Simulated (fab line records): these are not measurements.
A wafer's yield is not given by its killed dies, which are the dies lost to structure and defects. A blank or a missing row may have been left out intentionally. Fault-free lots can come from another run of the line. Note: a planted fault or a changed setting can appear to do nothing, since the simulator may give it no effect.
fab line records | flow n5Finfet
record lots=7 wafers=21
route steps=1938 shown ZERO_LAYER@9 WELL_APT@21 FIN_SAQP@96
startH: hours from the record's first day to the start of the lot's first wafer shown | waitH: hours elapsed since this lot's preceding step | " repeats the value in the row above | L1.1+2: one row covering several wafers at once | - no value, or no start was given | * or withheld: withheld | < > ~ a bound
route shown NAME@n: names a module that has steps shown in the file, with the first one's number in the route | usual: mean and standard deviation over wafers with no fault | same: alike in all rows | chamber/n: place in a boat | sites: per-site readings | _std_site: how widely they spread, as a standard deviation | _edge_site: inner sites' mean taken away from outer sites' mean | radiusMm: how far each site lies from the wafer's centre | mask NAME#n: copy n | behind: the last tool/chamber to shape the wafer | hold: reason for holding the lot/hours on hold/outcome of the hold | device: names the non-switching transistor (n, p or np) | end of line: the route-end tests of the same wafers | a step without rows: its recipe alone | killed: the dies lost at the first sort to structure and to defects; this is not the yield of the wafer | map: a wafer's dies, x killed, . not, _ none there
set.NAME: the run value of the setting; set.NAME@STEP: its run value at that earlier step | model.NAME: the simulator's own value behind a step, which no gauge read
lots with deliberately changed settings; one table per step, one row per wafer
## steps
# step N5_ZERO_LAYER_EXPOSE_08
# recipe maskId=ZERO na=0.55 sourceShape=conventional sigmaOuter=0.8 polarization=unpolarized defocusNm=0 targetCdNm=2000 doseMj=16.2
# columns lot.wafer tool chamber startH waitH mask set.doseMj
L075.2+5 krfScanner-01 0 18.47 - ZERO#0 16.2
L075.3 " 0 " " ZERO#0 17.05
L077.1+2 krfScanner-01 0 30.64 - ZERO#0 16.2
L077.3 " 0 " " ZERO#0 15.79
L081.3+6 krfScanner-01 0 54.60 - ZERO#0 16.2
L081.5 " 0 " " ZERO#0 15.54
L085.1+3+4 krfScanner-02 0 78.61 - ZERO#0 16.2
L090.2+4+6 krfScanner-02 0 108.47 - ZERO#0 16.2
L092.1 krfScanner-02 0 120.59 - ZERO#0 16.2
L092.4+6 " 0 " " ZERO#0 17.03
L097.1+2+3 krfScanner-02 0 150.46 - ZERO#0 16.66
# step N5_ZERO_LAYER_PEB_09
# recipe pebTempC=withheld pebTimeS=*
# columns lot.wafer tool chamber startH waitH set.pebTimeS
L075.2+3+5 lithoTrack-04 0 18.52 0.0 *
L077.1+3 lithoTrack-04 0 30.70 0.1 *
L077.2 " 0 " " *
L081.3 lithoTrack-01 0 54.65 0.0 *
L081.5+6 " 0 " " *
L085.1+4 lithoTrack-04 0 78.66 0.1 *
L085.3 " 0 " " *
L090.2+4+6 lithoTrack-03 0 108.52 0.0 *
L092.1+4+6 lithoTrack-01 0 120.65 0.1 *
L097.1+3 lithoTrack-01 0 150.52 0.1 *
L097.2 " 0 " " *
# step N5_ZERO_LAYER_DEVELOP_10
# recipe developTimeS=60 rinseLiquid=diw dry=airSpin devTempC=21
# step N5_ZERO_LAYER_HARDBAKE_23
# recipe tempC=130 timeS=120
# step N5_ZERO_LAYER_CD_MEAS_11
# recipe targetCdNm=2000 landingEnergyEv=500 detector=seInlens
# usual cdNm=2000.1/1.7
# columns lot.wafer tool chamber startH waitH set.doseMj@ZERO_LAYER_EXPOSE_08 set.pebTimeS@ZERO_LAYER_PEB_09 cdNm
L075.2 cdSem-02 0 18.64 - 16.2 * 2000.7
L075.3 " 0 " " 17.05 * 2012.2
L075.5 " 0 " " 16.2 * 2002.1
L077.1 cdSem-01 0 30.82 - 16.2 * 2003.5
L077.2 " 0 " " 16.2 * 1998.5
L077.3 " 0 " " 15.79 * 1997.7
L081.3 cdSem-02 0 54.77 - 16.2 * 1993.1
L081.5 " 0 " " 15.54 * 1990.1
L081.6 " 0 " " 16.2 * 2000.2
L085.1 cdSem-02 0 78.78 - 16.2 * 1999.1
L085.3 " 0 " " 16.2 * 2002.6
L085.4 " 0 " " 16.2 * 1997.7
L090.2 cdSem-03 0 108.64 - 16.2 * 1999.4
L090.4 " 0 " " 16.2 * 2000.2
L090.6 " 0 " " 16.2 * 1998.5
L092.1 cdSem-02 0 120.77 - 16.2 * 1997.3
L092.4 " 0 " " 17.03 * 2008.7
L092.6 " 0 " " 17.03 * 2007.9
L097.1 cdSem-02 0 150.64 - 16.66 * 2004.2
L097.2 " 0 " " 16.66 * 2001.1
L097.3 " 0 " " 16.66 * 2004.7
# step N5_WELL_APT_COAT_02
# recipe spinRpm=1357 resistThkNm=950
# columns lot.wafer tool chamber startH waitH set.spinRpm model.coat_of_WELL_APT_COAT_02.thkNm
L075.2 lithoTrack-05 0 - - 1357 949.2
L075.3 " 0 " " 1357 952.5
L075.5 " 0 " " 1396 939.1
L077.1 lithoTrack-02 0 - - 1357 951.7
L077.2 " 0 " " 1357 953.5
L077.3 " 0 " " 1357 948.4
L081.3 lithoTrack-03 0 - - 1310 974.5
L081.5 " 0 " " 1310 971.2
L081.6 " 0 " " 1357 954.7
L085.1 lithoTrack-05 0 - - 1357 948.9
L085.3 " 0 " " 1357 948
L085.4 " 0 " " 1447 920.8
L090.2 lithoTrack-02 0 - - 1357 952.8
L090.4 " 0 " " 1357 950
L090.6 " 0 " " 1357 950.1
L092.1+6 lithoTrack-02 0 - - 1357 953.8
L092.4 " 0 " " 1357 952.9
L097.1 lithoTrack-02 0 - - 1357 950.8
L097.2 " 0 " " 1294 977
L097.3 " 0 " " 1294 972.8
# step N5_WELL_APT_PEB_06
# recipe pebTempC=130 pebTimeS=90
# columns lot.wafer tool chamber startH waitH set.pebTimeS
L075.2+3+5 lithoTrack-05 0 19.47 0.0 70.46
L077.1+3 lithoTrack-05 0 31.94 0.1 90
L077.2 " 0 " " 72.96
L081.3+5+6 lithoTrack-03 0 55.88 0.0 90
L085.1+3+4 lithoTrack-02 0 79.58 0.1 90
L090.2+4+6 lithoTrack-02 0 109.60 0.0 90
L092.1+6 lithoTrack-02 0 121.71 0.1 84.22
L092.4 " 0 " " 90
L097.1 lithoTrack-02 0 151.57 0.1 80.59
L097.2+3 " 0 " " 90
# step N5_WELL_APT_DEVELOP_07
# recipe developTimeS=45 rinseLiquid=surfactantRinse dry=airSpin devTempC=21
# step N5_WELL_APT_HARDBAKE_12
# recipe tempC=130 timeS=120
# step N5_WELL_APT_CD_MEAS_08
# recipe targetCdNm=200 landingEnergyEv=500 detector=seInlens
# usual cdNm=199.8/1.1
# columns lot.wafer tool chamber startH waitH set.pebTimeS@WELL_APT_PEB_06 cdNm
L075.2 cdSem-03 0 19.59 - 70.46 190.9
L075.3 " 0 " " 70.46 190.9
L075.5 " 0 " " 70.46 191.6
L077.1 cdSem-01 0 32.05 - 90 197.5
L077.2 " 0 " " 72.96 190.1
L077.3 " 0 " " 90 199.5
L081.3 cdSem-02 0 55.99 - 90 200.2
L081.5 " 0 " " 90 198.6
L081.6 " 0 " " 90 200.2
L085.1 cdSem-02 0 79.70 - 90 198.8
L085.3 " 0 " " 90 199.7
L085.4 " 0 " " 90 201.5
L090.2 cdSem-01 0 109.71 - 90 198.8
L090.4 " 0 " " 90 199.5
L090.6 " 0 " " 90 200.5
L092.1 cdSem-03 0 121.83 - 84.22 198.1
L092.4 " 0 " " 90 198.7
L092.6 " 0 " " 84.22 196.4
L097.1 cdSem-03 0 151.68 - 80.59 194.2
L097.2 " 0 " " 90 199.9
L097.3 " 0 " " 90 199.1
# step N5_WELL_APT_DESCUM_13
# recipe chemistry=O2 timeS=7.9 sourcePowerW=50 biasPowerW=20 pressureMtorr=20 rfFrequencyHz=2.712e+07 tempC=40 o2FlowSccm=225
# columns lot.wafer tool chamber startH waitH set.pebTimeS@WELL_APT_PEB_06 model.WELL_APT.cdNm
L075.2 rieDiel-04 1 19.67 0.0 70.46 191.2
L075.3 " 0 " " 70.46 190.9
L075.5 " 2 " " 70.46 191.3
L077.1 rieDiel-04 3 32.14 0.0 90 197.4
L077.2 " 2 " " 72.96 189.9
L077.3 " 1 " " 90 200
L081.3 rieDiel-06 3 56.09 0.0 90 200.3
L081.5 " 2 " " 90 198.8
L081.6 " 3 " " 90 200.8
L085.1 rieDiel-05 0 80.13 0.4 90 198.8
L085.3 " 2 " " 90 200
L085.4 " 1 " " 90 201.7
L090.2 rieDiel-05 3 110.35 0.6 90 198.9
L090.4 " 1 " " 90 199.2
L090.6 " 0 " " 90 200.2
L092.1 rieDiel-06 2 121.94 0.1 84.22 197.8
L092.4 " 1 " " 90 198.6
L092.6 " 3 " " 84.22 196.4
L097.1 rieDiel-04 1 151.85 0.1 80.59 194.4
L097.2 " 0 " " 90 200
L097.3 " 2 " " 90 198.6
# step N5_FIN_SAQP_HM_DEP_03
# recipe material=SiNx targetThkA=380 tempC=400 precursor=SiH4/NH3/N2 pressureTorr=1.5 rfW=300 timeS=33.6
# columns lot.wafer tool chamber startH waitH set.timeS model.SiNx_of_FIN_SAQP_HM_DEP_03.thkNm
L075.2 pecvd-03 0 27.89 0.2 33.6 37.52
L075.3 " 2 " " 30.78 33.7
L075.5 " 2 " " 30.78 34.81
L077.1 pecvd-03 0 40.02 0.2 31.66 35.8
L077.2 " 1 " " 33.6 38.14
L077.3 " 2 " " 33.6 37.87
L081.3 pecvd-01 1 63.95 0.1 30.69 34.09
L081.5 " 2 " " 33.6 37.82
L081.6 " 1 " " 30.69 34.75
L085.1 pecvd-01 1 87.04 0.2 29.92 33.99
L085.3 " 2 " " 29.92 33.57
L085.4 " 2 " " 33.6 38.09
L090.2 pecvd-03 0 118.12 0.2 33.6 37.6
L090.4 " 2 " " 33.6 37.56
L090.6 " 0 " " 33.6 38.27
L092.1 pecvd-03 0 131.14 0.2 36.66 40.91
L092.4 " 2 " " 36.66 41.19
L092.6 " 1 " " 33.6 37.45
L097.1 pecvd-03 1 158.40 0.2 33.6 38.05
L097.2 " 0 " " 33.6 37.81
L097.3 " 2 " " 33.6 37.99
# step N5_FIN_SAQP_THK_MEAS_05
# usual thkNm=38.0/0.44
# columns lot.wafer tool chamber startH waitH set.timeS@FIN_SAQP_HM_DEP_03 thkNm
L075.2 filmMetro-02 - 27.98 0.1 33.6 37.5
L075.3 " - " " 30.78 33.7
L075.5 " - " " 30.78 34.8
L077.1 filmMetro-02 - 40.10 0.1 31.66 35.8
L077.2 " - " " 33.6 38.2
L077.3 " - " " 33.6 37.9
L081.3 filmMetro-02 - 64.04 0.1 30.69 34.1
L081.5 " - " " 33.6 37.8
L081.6 " - " " 30.69 34.8
L085.1 filmMetro-02 - 87.13 0.1 29.92 33.9
L085.3 " - " " 29.92 33.6
L085.4 " - " " 33.6 38.1
L090.2 filmMetro-01 - 118.24 0.1 33.6 37.6
L090.4 " - " " 33.6 37.5
L090.6 " - " " 33.6 38.3
L092.1 filmMetro-02 - 131.23 0.1 36.66 40.9
L092.4 " - " " 36.66 41.1
L092.6 " - " " 33.6 37.4
L097.1 filmMetro-01 - 158.49 0.1 33.6 38.0
L097.2 " - " " 33.6 37.8
L097.3 " - " " 33.6 38.0
# step N5_FIN_SAQP_COAT_50
# recipe resist=SiARC tempC=220 timeS=60 spinRpm=1500 resistThkNm=35
# columns lot.wafer tool chamber startH waitH set.spinRpm model.SiARC_of_FIN_SAQP_COAT_50.thkNm
L075.2 lithoTrack-04 0 - - 1500 35.07
L075.3 " 0 " " 1500 35
L075.5 " 0 " " 1500 35.02
L077.1 lithoTrack-03 0 - - 1500 34.98
L077.2 " 0 " " 1500 35.1
L077.3 " 0 " " 1368 36.66
L081.3 lithoTrack-05 0 - - 1500 34.82
L081.5 " 0 " " 1553 34.22
L081.6 " 0 " " 1553 34.34
L085.1 lithoTrack-03 0 - - 1667 33.28
L085.3 " 0 " " 1500 34.95
L085.4 " 0 " " 1667 33.3
L090.2 lithoTrack-05 0 - - 1500 35.08
L090.4 " 0 " " 1500 35.07
L090.6 " 0 " " 1500 35.05
L092.1 lithoTrack-04 0 - - 1500 34.98
L092.4 " 0 " " 1423 36.06
L092.6 " 0 " " 1423 35.98
L097.1 lithoTrack-05 0 - - 1336 37.2
L097.2 " 0 " " 1336 37.1
L097.3 " 0 " " 1500 35.09
# step N5_FIN_SAQP_COAT_10
# recipe resist=CAR-ArF spinRpm=1500 resistThkNm=90
# step N5_FIN_SAQP_EBR_12
# recipe solvent=PGMEA ebrWidthMm=1.5
# step N5_FIN_SAQP_DESCUM_21
# recipe chemistry=O2 timeS=7.9 sourcePowerW=50 biasPowerW=20 pressureMtorr=20 rfFrequencyHz=2.712e+07 tempC=40 resist=CAR-ArF o2FlowSccm=225
# step N5_FIN_SAQP_ETCH_51
# recipe chemistry=CF4 target=SiARC targetDepthA=455 maskMaterial=CAR-ArF timeS=75.8 ionEnergyEv=80 pressureMtorr=40 sourceW=545 biasW=36 Ar_flow_sccm=100 cf4FlowSccm=100 ends=cleared
# usual etchRfOnTimeS=75.8/0.95
# columns lot.wafer tool chamber startH waitH set.spinRpm@FIN_SAQP_COAT_50 etchRfOnTimeS model.etch.depthNm model.CAR-ArF_of_FIN_SAQP_COAT_10.thkNm
L075.2 rieDiel-05 3 29.05 0.0 1500 76.7 35.07 51.14
L075.3 " 2 " " 1500 77.0 35 51.51
L075.5 " 1 " " 1500 75.5 35.02 51.01
L077.1 rieDiel-05 2 40.93 0.0 1500 76.7 34.98 51.47
L077.2 " 1 " " 1500 74.6 35.1 51.13
L077.3 " 0 " " 1368 78.7 36.66 49.64
L081.3 rieDiel-06 1 65.09 0.0 1500 75.7 34.82 51.13
L081.5 " 3 " " 1553 73.7 34.22 51.59
L081.6 " 1 " " 1553 74.2 34.34 51.65
L085.1 rieDiel-06 1 87.95 0.0 1667 72.6 33.28 52.9
L085.3 " 2 " " 1500 75.7 34.95 51.27
L085.4 " 3 " " 1667 71.6 33.3 52.81
L090.2 rieDiel-06 1 118.94 0.0 1500 76.6 35.08 50.87
L090.4 " 2 " " 1500 75.8 35.07 51.16
L090.6 " 3 " " 1500 76.3 35.05 51.09
L092.1 rieDiel-04 1 132.03 0.0 1500 74.6 34.98 51.8
L092.4 " 2 " " 1423 77.2 36.06 50.4
L092.6 " 0 " " 1423 77.7 35.98 50.61
L097.1 rieDiel-04 0 159.61 0.0 1336 80.8 37.2 49.35
L097.2 " 1 " " 1336 78.7 37.1 49.29
L097.3 " 2 " " 1500 74.9 35.09 51.1
# step N5_FIN_SAQP_ETCH_52
# recipe chemistry=N2/H2 target=SOC targetDepthA=1000 overetchA=200 maskMaterial=SiARC tempC=40 timeS=150 ionEnergyEv=200 pressureMtorr=30 sourceW=840 biasW=150 n2FlowSccm=200 h2FlowSccm=200 ends=endPoint
# columns lot.wafer tool chamber startH waitH set.spinRpm@FIN_SAQP_COAT_50 model.SiARC_of_FIN_SAQP_COAT_50.thkNm
L075.2 rieDiel-05 3 29.10 0.0 1500 29.28
L075.3 " 2 " " 1500 29.3
L075.5 " 1 " " 1500 29.02
L077.1 rieDiel-05 2 40.98 0.0 1500 29.32
L077.2 " 1 " " 1500 29.1
L077.3 " 0 " " 1368 30.91
L081.3 rieDiel-06 1 65.14 0.0 1500 28.92
L081.5 " 3 " " 1553 28.25
L081.6 " 1 " " 1553 28.48
L085.1 rieDiel-06 1 88.01 0.0 1667 27.45
L085.3 " 2 " " 1500 29.08
L085.4 " 3 " " 1667 27.38
L090.2 rieDiel-06 1 118.99 0.0 1500 29.22
L090.4 " 2 " " 1500 29.15
L090.6 " 3 " " 1500 29.08
L092.1 rieDiel-04 1 132.08 0.0 1500 28.89
L092.4 " 2 " " 1423 30.05
L092.6 " 0 " " 1423 29.94
L097.1 rieDiel-04 0 159.67 0.0 1336 31.18
L097.2 " 1 " " 1336 31.07
L097.3 " 2 " " 1500 29.07
# step N5_FIN_SAQP_STRIP_53
# recipe chemistry=N2/H2 tempC=40 n2FlowSccm=200 h2FlowSccm=200 rfFrequencyHz=6e+07
# step N5_FIN_SAQP_HM_OPEN_73
# recipe chemistry=CHF3/O2 target=SiO2 stopOn=a-Si targetDepthA=120 overEtchFrac=1.8 maskMaterial=SOC timeS=16.8 pressureMtorr=30 sourceW=650 biasW=170 Ar_flow_sccm=200 CHF3_flow_sccm=50 O2_flow_sccm=5 ionEnergyEv=200 ends=endPoint
# columns lot.wafer tool chamber startH waitH set.spinRpm@FIN_SAQP_COAT_50 model.SiARC_of_FIN_SAQP_COAT_50.thkNm
L075.2 rieDiel-05 3 29.21 0.0 1500 5.621
L075.3 " 2 " " 1500 6.25
L075.5 " 1 " " 1500 5.002
L077.1 rieDiel-05 2 41.09 0.0 1500 5.909
L077.2 " 1 " " 1500 4.709
L077.3 " 0 " " 1368 7.318
L081.3 rieDiel-06 1 65.25 0.0 1500 4.959
L081.5 " 3 " " 1553 4.151
L081.6 " 1 " " 1553 4.504
L085.1 rieDiel-06 1 88.12 0.0 1667 3.425
L085.3 " 2 " " 1500 4.929
L085.4 " 3 " " 1667 3.167
L090.2 rieDiel-06 1 119.10 0.0 1500 5.619
L090.4 " 2 " " 1500 5.194
L090.6 " 3 " " 1500 5.388
L092.1 rieDiel-04 1 132.19 0.0 1500 4.402
L092.4 " 2 " " 1423 5.481
L092.6 " 0 " " 1423 5.573
L097.1 rieDiel-04 0 159.77 0.0 1336 6.847
L097.2 " 1 " " 1336 6.603
L097.3 " 2 " " 1500 4.477
# step N5_FIN_SAQP_ETCH_65
# recipe chemistry=CF4 target=SiO2 targetDepthA=40 ionEnergyEv=350 timeS=4.4 pressureMtorr=10 icpW=800 biasW=400 cf4FlowSccm=80
# columns lot.wafer tool chamber startH waitH set.timeS model.etch.depthNm
L075.2 rieSi-05 2 31.73 0.1 5.315 4.85
L075.3 " 0 " " 5.315 4.926
L075.5 " 0 " " 4.4 4.048
L077.1 rieSi-05 0 43.41 0.1 4.4 4.05
L077.2 " 2 " " 4.4 4.018
L077.3 " 3 " " 4.4 4.075
L081.3 rieSi-05 3 67.42 0.1 4.731 4.401
L081.5 " 1 " " 4.731 4.37
L081.6 " 0 " " 4.4 4.052
L085.1 rieSi-05 0 91.10 0.1 4.4 4.118
L085.3 " 1 " " 4.4 4.038
L085.4 " 2 " " 4.4 4.077
L090.2 rieSi-06 1 121.09 0.1 4.4 4.018
L090.4 " 3 " " 4.4 4.038
L090.6 " 2 " " 4.4 4.037
L092.1 rieSi-06 0 134.40 0.1 5.188 4.681
L092.4 " 3 " " 5.188 4.768
L092.6 " 2 " " 4.4 4.088
L097.1 rieSi-06 0 161.87 0.1 4.4 3.996
L097.2 " 3 " " 5.121 4.679
L097.3 " 2 " " 4.4 4.037
# step N5_FIN_SAQP_MANDREL_ETCH_58
# recipe chemistry=HBr/Cl2 target=a-Si targetDepthA=450 btTimeS=10 stopOn=SiNx maskMaterial=SiO2 overEtchFrac=0.8 timeS=27 pressureMtorr=10 icpW=800 biasW=75 HBr_flow_sccm=150 Cl2_flow_sccm=80 ends=endPoint
# columns lot.wafer tool chamber startH waitH set.biasW set.timeS@FIN_SAQP_HM_DEP_03 model.SiNx_of_FIN_SAQP_HM_DEP_03.thkNm
L075.2 rieSi-05 2 31.77 0.0 75 33.6 37.52
L075.3 " 0 " " 84.02 30.78 33.4
L075.5 " 0 " " 75 30.78 34.8
L077.1 rieSi-05 0 43.44 0.0 75 31.66 35.8
L077.2 " 2 " " 75 33.6 38.14
L077.3 " 3 " " 75 33.6 37.8
L081.3 rieSi-05 3 67.46 0.0 75 30.69 34
L081.5 " 1 " " 75 33.6 37.8
L081.6 " 0 " " 75 30.69 34.8
L085.1 rieSi-05 0 91.13 0.0 75 29.92 34
L085.3 " 1 " " 75 29.92 33.6
L085.4 " 2 " " 75 33.6 38.09
L090.2+4 rieSi-06 1,3 121.12 0.0 75 33.6 37.6
L090.6 " 2 " " 75 33.6 38.2
L092.1 rieSi-06 0 134.43 0.0 75 36.66 40.91
L092.4 " 3 " " 75 36.66 41.2
L092.6 " 2 " " 75 33.6 37.4
L097.1 rieSi-06 0 161.90 0.0 75 33.6 38.05
L097.2 " 3 " " 75 33.6 37.8
L097.3 " 2 " " 75 33.6 38
# step N5_FIN_SAQP_RECESS_63
# recipe chemistry=HF/NH3 target=SiO2 targetDepthA=180 afsCycles=3 tempC=30 sublimationTempC=180 sublimationTimeS=60
# step N5_FIN_SAQP_COAT_68
# recipe resist=SOC tempC=250 timeS=60 spinRpm=1500 resistThkNm=100
# step N5_FIN_SAQP_MANDREL2_REMOVE_60
# recipe chemistry=HBr/Cl2/O2 btTimeS=10 target=a-Si stopOn=SiNx endpoint=OES-SiCl overEtchFrac=1 icpW=600 biasW=22 HBr_flow_sccm=150 Cl2_flow_sccm=80 O2_flow_sccm=5 pressureMtorr=10
# step N5_FIN_SAQP_HM_OPEN_33
# recipe chemistry=CH3F/O2 target=SiNx maskMaterial=SiO2 targetDepthA=494 timeS=70.6 pressureMtorr=30 sourceW=395 biasW=73 Ar_flow_sccm=150 CH3F_flow_sccm=30 O2_flow_sccm=20 ionEnergyEv=120 ends=cleared
# usual etchRfOnTimeS=69.1/1.2
# columns lot.wafer tool chamber startH waitH set.timeS@FIN_SAQP_HM_DEP_03 etchRfOnTimeS model.etch.depthNm
L075.2 rieDiel-04 1 33.35 0.1 33.6 66.9 36.89
L075.3 " 2 " " 30.78 59.7 32.71
L075.5 " 3 " " 30.78 63.0 34.15
L077.1 rieDiel-04 2 45.11 0.0 31.66 64.5 35.14
L077.2 " 1 " " 33.6 68.3 37.51
L077.3 " 0 " " 33.6 68.3 37.12
L081.3 rieDiel-05 0 69.05 0.0 30.69 63.0 33.34
L081.5 " 3 " " 33.6 70.3 37.18
L081.6 " 2 " " 30.69 64.5 34.09
L085.1 rieDiel-06 2 92.59 0.0 29.92 61.8 33.33
L085.3 " 3 " " 29.92 61.6 32.94
L085.4 " 3 " " 33.6 69.6 37.46
L090.2 rieDiel-06 3 122.55 0.0 33.6 69.2 36.93
L090.4 " 2 " " 33.6 68.8 36.91
L090.6 " 1 " " 33.6 70.3 37.63
L092.1 rieDiel-04 3 136.14 0.1 36.66 75.2 40.28
L092.4 " 0 " " 36.66 74.6 40.54
L092.6 " 2 " " 33.6 67.5 36.8
L097.1 rieDiel-04 0 163.73 0.1 33.6 69.0 37.42
L097.2 " 2 " " 33.6 67.9 37.16
L097.3 " 3 " " 33.6 67.6 37.35
## key
split step=N5_ZERO_LAYER_EXPOSE_08 setting=doseMj stated=16.2 by=wafer
response step=N5_ZERO_LAYER_CD_MEAS_11 reading=cdNm change=+1.93 per=1% r=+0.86
split step=N5_ZERO_LAYER_PEB_09 setting=pebTimeS stated=* by=wafer
response step=N5_ZERO_LAYER_CD_MEAS_11 reading=cdNm slope=+0.313 per=1% togetherWith=doseMj@ZERO_LAYER_EXPOSE_08 explained=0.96
split step=N5_WELL_APT_COAT_02 setting=spinRpm stated=1357 by=wafer
response step=N5_WELL_APT_COAT_02 reading=model.coat_of_WELL_APT_COAT_02.thkNm change=-4.57 per=1% r=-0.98
split step=N5_WELL_APT_PEB_06 setting=pebTimeS stated=90 by=wafer
response step=N5_WELL_APT_CD_MEAS_08 reading=cdNm change=+0.44 per=1% r=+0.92
response step=N5_WELL_APT_DESCUM_13 reading=model.WELL_APT.cdNm change=+0.448 per=1% r=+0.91
split step=N5_FIN_SAQP_HM_DEP_03 setting=timeS stated=33.6 by=wafer
response step=N5_FIN_SAQP_HM_DEP_03 reading=model.SiNx_of_FIN_SAQP_HM_DEP_03.thkNm change=+0.392 per=1% r=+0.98
response step=N5_FIN_SAQP_THK_MEAS_05 reading=thkNm change=* per=1% r=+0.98
response step=N5_FIN_SAQP_MANDREL_ETCH_58 reading=model.SiNx_of_FIN_SAQP_HM_DEP_03.thkNm change=+0.395 per=1% r=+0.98
response step=N5_FIN_SAQP_HM_OPEN_33 reading=etchRfOnTimeS change=* per=1% r=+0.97
response step=N5_FIN_SAQP_HM_OPEN_33 reading=model.etch.depthNm change=+0.398 per=1% r=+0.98
split step=N5_FIN_SAQP_COAT_50 setting=spinRpm stated=1500 by=wafer
response step=N5_FIN_SAQP_COAT_50 reading=model.SiARC_of_FIN_SAQP_COAT_50.thkNm change=-0.174 per=1% r=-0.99
response step=N5_FIN_SAQP_ETCH_51 reading=etchRfOnTimeS change=* per=1% r=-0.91
response step=N5_FIN_SAQP_ETCH_51 reading=model.etch.depthNm change=-0.174 per=1% r=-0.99
response step=N5_FIN_SAQP_ETCH_51 reading=model.CAR-ArF_of_FIN_SAQP_COAT_10.thkNm change=+0.167 per=1% r=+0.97
response step=N5_FIN_SAQP_ETCH_52 reading=model.SiARC_of_FIN_SAQP_COAT_50.thkNm change=-0.177 per=1% r=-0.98
response step=N5_FIN_SAQP_HM_OPEN_73 reading=model.SiARC_of_FIN_SAQP_COAT_50.thkNm change=-0.19 per=1% r=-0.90
split step=N5_FIN_SAQP_ETCH_65 setting=timeS stated=4.4 by=wafer
response step=N5_FIN_SAQP_ETCH_65 reading=model.etch.depthNm change=+0.0392 per=1% r=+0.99
split step=N5_FIN_SAQP_MANDREL_ETCH_58 setting=biasW stated=75 by=wafer
response none clear
